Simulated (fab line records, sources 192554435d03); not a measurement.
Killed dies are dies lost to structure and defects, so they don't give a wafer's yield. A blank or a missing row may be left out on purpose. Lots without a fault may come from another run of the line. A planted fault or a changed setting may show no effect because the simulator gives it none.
Which tool did it? | flow n5_finfet | 10 lots, 28 wafers sampled, at 5 steps of a route of 1938

WHAT THE GAUGES READ, wafer by wafer
N5_BEOL_M4_RC_MEAS_101. Usual: DIBL_N 35.1 mV/V, standard deviation 1.6; DIBL_P 34.9 mV/V, standard deviation 1.8; IOFF_N 0.143 nA/um, standard deviation 0.026; IOFF_P 0.21 nA/um, standard deviation 0.037; ION_N 671 uA/um, standard deviation 11; ION_P 463 uA/um, standard deviation 7.8; SS_N 71.2 mV/dec, standard deviation 0.58; SS_P 73.0 mV/dec, standard deviation 0.54; VT_N 251 mV, standard deviation 3; VT_P -250 mV, standard deviation 4.1.
lot  | measured     | on        | DIBL_N (mV/V)  | DIBL_P (mV/V)  | IOFF_N (nA/um)    | IOFF_P (nA/um) | ION_N (uA/um) | ION_P (uA/um) | SS_N (mV/dec)  | SS_P (mV/dec)  | VT_N (mV)   | VT_P (mV)      | flag
L343 | day 8 19:02  | prober-02 | 36.0 35.5 38.2 | 35.6 35.7 37.7 | 0.173 0.165 0.214 | 0.22 0.23 0.27 | 682 682 690   | 468 468 469   | 71.7 71.4 71.7 | 73.0 73.1 73.6 | 248 247 246 | -247 -244 -242 |
L345 | day 8 23:17  | prober-02 | 32.9 34.7 35.1 | 32.2 34.7 35.1 | 0.110 0.137 0.147 | 0.18 0.21 0.22 | 663 678 680   | 462 472 464   | 69.8 70.9 71.3 | 72.5 72.8 72.7 | 255 250 252 | -249 -248 -249 |
L346 | day 9 04:28  | prober-01 | 33.5 33.3 34.0 | 33.1 32.9 33.4 | 0.131 0.129 0.138 | 0.17 0.17 0.16 | 676 670 675   | 461 453 460   | 71.2 71.2 70.9 | 72.3 73.0 73.1 | 249 251 253 | -254 -255 -254 |
L349 | day 11 01:19 | prober-01 | 33.0 33.5      | 33.6 34.4      | 0.117 0.131       | 0.19 0.20      | 669 668       | 462 469       | 70.5 71.2      | 72.8 72.3      | 251 252     | -250 -250      |
L351 | day 10 14:44 | prober-01 | 35.6 33.0 37.3 | 36.1 33.0 38.3 | 0.139 0.098 0.168 | 0.21 0.17 0.24 | 675 654 690   | 467 456 474   | 71.7 70.8 72.6 | 73.2 72.1 74.0 | 250 256 248 | -250 -252 -245 |
L354 | day 11 10:17 | prober-01 | 35.5 34.3      | 35.2 33.2      | 0.131 0.118       | 0.18 0.16      | 661 664       | 459 454       | 70.9 70.7      | 73.8 72.8      | 254 254     | -254 -256      |
L363 | day 14 18:48 | prober-01 | 34.3 37.4 36.3 | 33.8 38.1 36.9 | 0.121 0.175 0.154 | 0.19 0.26 0.23 | 656 675 674   | 450 472 472   | 71.3 71.4 71.2 | 72.6 73.6 72.7 | 253 249 251 | -251 -247 -250 |
L364 | day 14 19:01 | prober-02 | 38.4 33.5 35.1 | 38.9 34.8 36.8 | 0.223 0.133 0.157 | 0.25 0.19 0.21 | 674 675 681   | 451 461 466   | 72.7 70.7 70.6 | 74.1 72.9 73.5 | 250 252 248 | -248 -248 -252 |
L365 | day 15 03:55 | prober-01 | 37.5 35.5 36.4 | 36.4 34.0 35.6 | 0.162 0.135 0.157 | 0.26 0.23 0.25 | 673 673 677   | 469 466 476   | 71.4 71.0 71.7 | 73.5 73.5 74.0 | 252 251 250 | -244 -247 -243 |
L366 | day 15 04:52 | prober-01 | 35.0 34.8 35.2 | 35.3 36.6 35.1 | 0.138 0.135 0.132 | 0.21 0.23 0.21 | 667 661 677   | 463 462 474   | 71.1 71.2 71.0 | 73.1 73.1 73.1 | 249 249 249 | -248 -247 -248 |

WHICH TOOL RAN EACH LOT (tool, then ch and the chambers of the sampled wafers, then the start)
lot  | N5_BEOL_M2_VIA_ETCH_34             | N5_BEOL_M2_TRENCH_ETCH_37                     | N5_BEOL_M2_CVD_47                | N5_BEOL_M2_SPUTTER_79
L343 | rie_diel-06 ch 0,1,2, day 7 09:32  | rie_diel-06 ch 0,1,2, day 7 11:09 or earlier  | cvd_co-02 ch 0,2, day 7 11:09    | pvd_sputter-01, day 7 11:34
L345 | rie_diel-04 ch 0,1,2, day 7 13:08  | rie_diel-04 ch 0,1,2, day 7 14:17 or earlier  | cvd_co-01 ch 0,1, day 7 14:17    | pvd_sputter-02, day 7 14:47
L346 | rie_diel-05 ch 2,3, day 7 22:21    | rie_diel-05 ch 2,3, day 8 00:27 or earlier    | cvd_co-01 ch 0,2, day 8 00:27    | pvd_sputter-01, day 8 01:10
L349 | rie_diel-05 ch 2, day 8 20:31      | rie_diel-05 ch 2, day 8 21:22 or earlier      | cvd_co-01 ch 1,2, day 8 21:22    | pvd_sputter-01, day 8 21:45
L351 | rie_diel-04 ch 1,2,3, day 8 21:01  | rie_diel-04 ch 1,2,3, day 8 23:26 or earlier  | cvd_co-01 ch 0,1,2, day 8 23:26  | pvd_sputter-02, day 8 23:45
L354 | rie_diel-04 ch 3, day 9 15:00      | rie_diel-04 ch 3, day 9 16:15 or earlier      | cvd_co-01 ch 0, day 9 16:15      | pvd_sputter-01, day 9 16:43
L363 | rie_diel-04 ch 0,1,3, day 12 16:22 | rie_diel-04 ch 0,1,3, day 12 17:35 or earlier | cvd_co-01 ch 0,1,2, day 12 17:35 | pvd_sputter-01, day 12 18:41
L364 | rie_diel-05 ch 0,1, day 13 04:41   | rie_diel-05 ch 0,1, day 13 06:29 or earlier   | cvd_co-02 ch 1,2, day 13 06:29   | pvd_sputter-03, day 13 06:53
L365 | rie_diel-05 ch 1,2,3, day 13 18:39 | rie_diel-05 ch 1,2,3, day 13 19:46 or earlier | cvd_co-01 ch 0,1,2, day 13 19:46 | pvd_sputter-02, day 13 20:09
L366 | rie_diel-06 ch 0,3, day 13 22:50   | rie_diel-06 ch 0,3, day 13 23:50 or earlier   | cvd_co-01 ch 0,1,2, day 13 23:50 | pvd_sputter-03, day 14 00:23
- N5_BEOL_M2_VIA_ETCH_34: etches the open film in C4F6/O2, target depth 69.4 nm, time 65.9 s.
- N5_BEOL_M2_TRENCH_ETCH_37: etches SiOC in C4F6/O2, target depth 55.555 nm, time 29.2 s.
- N5_BEOL_M2_CVD_47: deposits Co from CCTBA/H2, target thk 3 nm, time 223.8 s.
- N5_BEOL_M2_SPUTTER_79: material Cu, target thk 4.5 nm, time 8.29 s.

WHAT THE TOOLS THEMSELVES READ (means of the sampled wafers that have a number; where no wafer has one, the mark that the record gives instead)
N5_BEOL_M2_VIA_ETCH_34. Usual: C4F6_flow_sccm 10.002 sccm, standard deviation 0.03; drypump_motor_current_A 5.74 A, standard deviation 0.28; oes_product_au 0.82 a.u., standard deviation 0.098; rf_vpp_V 668 V, standard deviation 14; showerhead_plenum_p_Torr 2.88 Torr, standard deviation 0.1; throttle_valve_pct 30.7 %, standard deviation 0.34.
lot  | tool        | C4F6_flow_sccm (sccm) | drypump_motor_current_A (A) | oes_product_au (a.u.) | rf_vpp_V (V) | showerhead_plenum_p_Torr (Torr) | throttle_valve_pct (%) | flag
L343 | rie_diel-06 | 9.989                 | 5.64                        | 0.86                  | 678          | 2.94                            | 30.7                   |
L345 | rie_diel-04 | 9.984                 | 5.66                        | 0.79                  | 666          | 2.81                            | 30.9                   |
L346 | rie_diel-05 | 10.006                | 5.97                        | 0.74                  | 651          | 2.84                            | 31.1                   |
L349 | rie_diel-05 | 9.984                 | 6.13                        | 0.82                  | 656          | 2.87                            | 30.9                   |
L351 | rie_diel-04 | 10.020                | 5.84                        | 0.84                  | 671          | 2.87                            | 30.9                   |
L354 | rie_diel-04 | 10.047                | 6.03                        | 0.87                  | 693          | 3.02                            | 30.9                   |
L363 | rie_diel-04 | 10.015                | 5.83                        | 0.89                  | 677          | 2.89                            | 30.7                   |
L364 | rie_diel-05 | 9.995                 | 5.64                        | 0.78                  | 665          | 2.85                            | 30.3                   |
L365 | rie_diel-05 | 9.976                 | 5.95                        | 0.83                  | 657          | 2.85                            | 30.7                   |
L366 | rie_diel-06 | 9.990                 | 5.49                        | 0.84                  | 660          | 2.95                            | 30.6                   |

N5_BEOL_M2_TRENCH_ETCH_37. Usual: C4F6_flow_sccm 10.002 sccm, standard deviation 0.027; drypump_motor_current_A 5.74 A, standard deviation 0.28; oes_product_au 0.82 a.u., standard deviation 0.097; rf_vpp_V 668 V, standard deviation 14; showerhead_plenum_p_Torr 2.88 Torr, standard deviation 0.1; throttle_valve_pct 20.82 %, standard deviation 0.29.
lot  | tool        | C4F6_flow_sccm (sccm) | drypump_motor_current_A (A) | oes_product_au (a.u.) | rf_vpp_V (V) | showerhead_plenum_p_Torr (Torr) | throttle_valve_pct (%) | flag
L343 | rie_diel-06 | 9.979                 | 5.65                        | 0.87                  | 677          | 2.94                            | 20.69                  |
L345 | rie_diel-04 | 9.998                 | 5.64                        | 0.78                  | 666          | 2.81                            | 20.95                  |
L346 | rie_diel-05 | 10.007                | 5.97                        | 0.74                  | 651          | 2.85                            | 21.13                  |
L349 | rie_diel-05 | 10.020                | 6.16                        | 0.82                  | 658          | 2.88                            | 21.02                  |
L351 | rie_diel-04 | 10.013                | 5.83                        | 0.83                  | 671          | 2.87                            | 20.97                  |
L354 | rie_diel-04 | 10.011                | 6.04                        | 0.87                  | 694          | 3.02                            | 20.89                  |
L363 | rie_diel-04 | 10.027                | 5.82                        | 0.89                  | 677          | 2.90                            | 20.74                  |
L364 | rie_diel-05 | 10.001                | 5.65                        | 0.78                  | 665          | 2.86                            | 20.52                  |
L365 | rie_diel-05 | 10.003                | 5.97                        | 0.83                  | 657          | 2.85                            | 20.80                  |
L366 | rie_diel-06 | 9.995                 | 5.49                        | 0.83                  | 661          | 2.96                            | 20.76                  |

N5_BEOL_M2_CVD_47. Usual: run_length_s 246.8 s, standard deviation 0.54.
lot  | tool      | run_length_s (s) | flag
L343 | cvd_co-02 | 247.2            |
L345 | cvd_co-01 | 246.0            |
L346 | cvd_co-01 | 246.2            |
L349 | cvd_co-01 | 207.0            | OFF
L351 | cvd_co-01 | 193.6            | OFF
L354 | cvd_co-01 | 206.0            | OFF
L363 | cvd_co-01 | 246.6            |
L364 | cvd_co-02 | 247.1            |
L365 | cvd_co-01 | 246.5            |
L366 | cvd_co-01 | 246.3            |

N5_BEOL_M2_SPUTTER_79. Usual: throttle_valve_pct 30.7 %, standard deviation 0.96.
lot  | tool           | throttle_valve_pct (%) | flag
L343 | pvd_sputter-01 | 30.4                   |
L345 | pvd_sputter-02 | 31.5                   |
L346 | pvd_sputter-01 | 30.8                   |
L349 | pvd_sputter-01 | 30.9                   |
L351 | pvd_sputter-02 | 30.8                   |
L354 | pvd_sputter-01 | 31.1                   |
L363 | pvd_sputter-01 | 30.8                   |
L364 | pvd_sputter-03 | 30.9                   |
L365 | pvd_sputter-02 | 30.7                   |
L366 | pvd_sputter-03 | 29.2                   |

THE ANSWER, worked out from the rows above alone
Rule: a lot is off if the mean of its wafers that have a number lies more than 3 standard deviations from the usual mean. A lot without any number at a reading at which 4 lots or more have one is off too. The other lots that the step has rows for count as sound. The gauges are gone through in route order, then the tools' own readings, and for those a lot's mean is taken as printed above. The first step at which some lot is off is used, and at that step the reading that is off furthest; a lot without a number counts as furthest.
Off: L349, L351, L354, at N5_BEOL_M2_CVD_47 (run_length_s).
A tool fits if, at that step or a process step before it, it ran every lot that is off, and no sound lot after the first of them. N5_BEOL_M2_TRENCH_ETCH_37 gives no start for some lots, so the hours and the order of its lots are those of N5_BEOL_M2_CVD_47. None of those tried fits.

WHAT THE SIMULATOR HAD PUT IN
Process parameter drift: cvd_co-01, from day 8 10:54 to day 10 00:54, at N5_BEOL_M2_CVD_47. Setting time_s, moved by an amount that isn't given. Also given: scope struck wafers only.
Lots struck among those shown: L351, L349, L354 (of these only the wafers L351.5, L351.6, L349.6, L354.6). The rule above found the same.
